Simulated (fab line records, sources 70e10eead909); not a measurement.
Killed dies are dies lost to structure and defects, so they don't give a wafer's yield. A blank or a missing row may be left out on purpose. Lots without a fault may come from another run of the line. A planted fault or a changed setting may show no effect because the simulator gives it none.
Chamber matching | flow nand_harc | NHARC_A_SGD_CUT_DEP_00 on pecvd-01: 3 sister chambers
The step deposits SiNx, target thk 50 nm. 14 wafers are shown with their chamber, then 7 later ones without.

WAFERS WITH THEIR CHAMBER
wafer  | chamber | heater_power_w (W)
L074.1 | 2       | 735
L074.2 | 0       | 663
L074.3 | 1       | 854
L079.1 | 2       | 728
L079.2 | 1       | 790
L079.6 | 2       | 731
L078.1 | 1       | 831
L078.3 | 0       | 692
L078.6 | 2       | 768
L084.2 | 1       | 792
L084.3 | 2       | 759
L084.4 | 1       | 799
L085.1 | 1       | 760
L085.3 | 0       | 683

SIGNATURES (means of the wafers above)
reading        | chamber 0 | chamber 1 | chamber 2 | scatter within a chamber
heater_power_w | 679.33    | 804.33    | 744.20    | 25.7
Rule: a wafer's distance from a chamber is the root of the sum, over the readings, of the square of ((its reading less the chamber's mean) divided by the reading's scatter). The wafer belongs to the nearest chamber; if the next one is less than 2 further off, it can't be placed. The scatter: the root of (the sum of the squares of (reading less its chamber's mean) over the shown wafers, divided by (wafers less chambers)).

WAFERS WITHOUT THEIR CHAMBER
wafer  | heater_power_w (W)
L085.4 | 713
L086.3 | 756
L086.4 | 751
L086.6 | 784
L089.3 | 693
L089.5 | 822
L089.6 | 731

WHICH CHAMBER EACH WENT THROUGH
wafer  | from the rows above     | in truth
L085.4 | can't be placed: 2 or 0 | 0
L086.3 | can't be placed: 2 or 1 | 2
L086.4 | can't be placed: 2 or 1 | 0
L086.6 | can't be placed: 1 or 2 | 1
L089.3 | can't be placed: 0 or 2 | 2
L089.5 | 1                       | 1
L089.6 | can't be placed: 2 or 0 | 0
Placed correctly: 1 of 7. Can't be placed from these rows: 6 (the true chamber is among the candidates in 5). Placed wrongly: 0.
